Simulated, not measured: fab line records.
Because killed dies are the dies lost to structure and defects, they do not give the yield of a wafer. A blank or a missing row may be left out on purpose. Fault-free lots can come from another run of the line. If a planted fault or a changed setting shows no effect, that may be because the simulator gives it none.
Struck lot and sound lot, side by side ; flow n5 finfet ; 25 steps out of a route of 1938
Sound: these wafers, L595.1, L595.4, L595.6. Struck: wafer L610.5. (L610.3 of the same lot was not struck and is left out.) The cause comes at the end.
Per side, at each step with rows, come the tool, then ch with its chambers, and then its first start. Under that, the readings that differ: sound wafers ; struck wafers ; difference of the means ; sigmas: that difference in standard deviations of wafers without a fault.
alike: same words and numbers on both sides, and readings whose means sit less than 2 such deviations apart. not compared: any withheld reading, any reading some wafer has no value for, any bound like >300 that may hide the same value, and any number with overlapping values for which the record gives no deviation.
A row with sigmas, a row that says differs or no value, or rows on one side alone: a step with any of these is where the two part. Non-overlapping numbers with no deviation appear without sigmas and do not part them. A reading that every wafer of one side lacks parts them only if that side has two wafers or more.

first, 3 steps without rows for these wafers: N5_FIN_SAQP_EXPOSE_13 (exposes mask FIN CORE, target cd 35.6 nm); N5_FIN_SAQP_PEB_14 (peb time 60 s); N5_FIN_SAQP_DEVELOP_15 (develop time 30 s).
N5_FIN_SAQP_CD_MEAS_16: target cd 35.6 nm.
  sound on cd sem-03 ch 0, day 3 16:56; struck on cd sem-02 ch 0, day 7 09:56
  alike: cd nm
N5_FIN_SAQP_OVL_MEAS_17:
  sound on overlay-01 ch 0, day 3 16:58; struck on overlay-02 ch 0, day 7 09:58
  alike: FIN_CORE_OVL
N5_FIN_SAQP_INSPECT_18: inspects for defects (brightfield).
  sound on defect inspect-02 at day 3 17:00; struck on defect inspect-01 at day 7 09:59
  alike: raw defect count
N5_FIN_SAQP_DESCUM_21: chemistry O2, time 7.9 s.
  sound on rie diel-06 ch 0,1, day 3 17:02; struck on rie diel-02 ch 3, day 7 10:05
  alike: drypump motor current A, oes product au, rf vpp V, showerhead plenum p Torr, throttle valve pct
  not compared: rf hours counter h
N5_FIN_SAQP_ETCH_51: etches SiARC in CF4, target depth 45.5 nm, time 75.8 s.
  sound on rie diel-06 ch 0,1, day 3 17:04; struck on rie diel-02 ch 3, day 7 10:07
  alike: drypump motor current A, etch rf on time s, oes product au, rf vpp V, showerhead plenum p Torr, throttle valve pct
  not compared: rf hours counter h
then, 4 steps without rows for these wafers: N5_FIN_SAQP_ETCH_52 (etches SOC in N2/H2, target depth 100 nm, overetch 20 nm, time 150 s); N5_FIN_SAQP_STRIP_53 (strips in N2/H2); N5_FIN_SAQP_HM_OPEN_73 (chemistry CHF3/O2, target SiO2, stops on a-Si, target depth 12 nm, time 16.8 s); N5_FIN_SAQP_STRIP_74 (strips in CHF3/O2).
N5_FIN_SAQP_MANDREL_ETCH_22: etches a-Si in HBr/Cl2, stops on SiNx, target depth 60 nm, bt time 10 s, time 30 s.
  sound on rie si-03 ch 0,2,3, day 3 17:19; struck on rie si-03 ch 2, day 7 10:22
reading;sound;struck;difference;sigmas
model.SOC_of_FIN_SAQP_COAT_49.thk nm (nm);75.43 75.52 76.47;63.16;-12.65;
model.SiNx_of_FIN_SAQP_PECVD_48.thk nm (nm);23.96 24.81 24.8;17.9;-6.6;
  alike: HBr_flow_sccm, drypump motor current A, oes product au, throttle valve pct
  not compared: rf hours counter h
then, 4 steps without rows for these wafers: N5_FIN_SAQP_STRIP_55 (strips in N2/H2); N5_FIN_SAQP_STRIP_23 (strips in SPM, time 750 s); N5_FIN_SAQP_SRD_66 (time 30 s); N5_FIN_SAQP_RECESS_75 (chemistry HF/NH3, target SiO2, target depth 14.4 nm, afs cycles 3, sublimation time 60 s).
N5_FIN_SAQP_SPACER1_ALD_24: deposits SiO2, target thk 20.3 nm, pulse time 1 s, purge time 2 s.
  sound on ald sin-03 ch 0,1,2, day 3 18:07; struck on ald sin-03 ch 3, day 7 11:12
  alike: heater power w, precursor pulse height rel
N5_FIN_SAQP_SPACER1_ETCHBACK_25: etches SiO2 in CHF3/O2, target depth 24.4 nm, time 12.2 s.
  sound on rie diel-06 ch 0,2,3, day 3 18:50; struck on rie diel-01 ch 0, day 7 11:56
reading;sound;struck;difference;sigmas
rf vpp V (V);536 529 522;516;-13;-2
  alike: CHF3_flow_sccm, drypump motor current A, oes product au, showerhead plenum p Torr, throttle valve pct
  not compared: rf hours counter h
N5_FIN_SAQP_MANDREL1_REMOVE_56: chemistry HBr/Cl2/O2, target a-Si, stops on SiNx, bt time 10 s.
  sound on rie si-04 ch 0,1,2, day 3 18:56; struck on rie si-04 ch 3, day 7 12:01
  alike: HBr_flow_sccm, drypump motor current A, oes product au, throttle valve pct
  not compared: rf hours counter h
N5_FIN_SAQP_CD_MEAS_27: target cd 20 nm.
  sound on cd sem-02 ch 0, day 3 19:02; struck on cd sem-01 ch 0, day 7 12:08
  alike: cd nm
N5_FIN_SAQP_ETCH_57: etches SiNx in CH3F/O2, target depth 32.5 nm, time 46.4 s.
  sound on rie diel-06 ch 0,1,2, day 3 19:07; struck on rie diel-02 ch 1, day 7 12:11
reading;sound;struck;difference;sigmas
etch rf on time s (s);45.3 46.3 45.2;33.1;-12.5;-15
throttle valve pct (%);16.64 16.30 16.32;15.99;-0.43;-2
model.etch.depth nm (nm);23.96 24.81 24.8;17.9;-6.6;
  alike: drypump motor current A, oes product au, rf vpp V, showerhead plenum p Torr
  not compared: rf hours counter h
then, 1 step without rows for these wafers: N5_FIN_SAQP_ETCH_65 (etches SiO2 in CF4, target depth 4 nm, time 4.4 s).
-- a jump in the record: the struck wafers' starts before and after are 6 days apart (it breaks off in module FIN_SAQP and resumes in module BEOL_M4, where the first step shown is number 1111 of the route) --
N5_BEOL_M4_RC_MEAS_101:
  sound on prober-01 ch 0, day 9 09:08; struck on prober-02 ch 0, day 13 18:20
reading;sound;struck;difference;sigmas
DIBL_N (mV/V);33.2 35.0 33.6;37.2;+3.3;+2
IOFF_P (nA/um);0.15 0.17 0.15;0.28;+0.12;+3
ION_P (uA/um);456 446 450;471;+20;+3
SS_N (mV/dec);70.8 70.1 70.3;72.3;+1.9;+3
VT_P (mV);-255 -253 -255;-243;+11;+3
  alike: DIBL_P, IOFF_N, ION_N, SS_P, VT_N
N5_PASSIVATION_PROBE_49:
  the record holds rows for the sound wafers here (prober-02, day 13 23:56) but none for the struck ones

== WHERE THEY PART ==
At N5_FIN_SAQP_SPACER1_ETCHBACK_25 first; at N5_PASSIVATION_PROBE_49 last (within this record only).

WHY: whatever the simulator had introduced
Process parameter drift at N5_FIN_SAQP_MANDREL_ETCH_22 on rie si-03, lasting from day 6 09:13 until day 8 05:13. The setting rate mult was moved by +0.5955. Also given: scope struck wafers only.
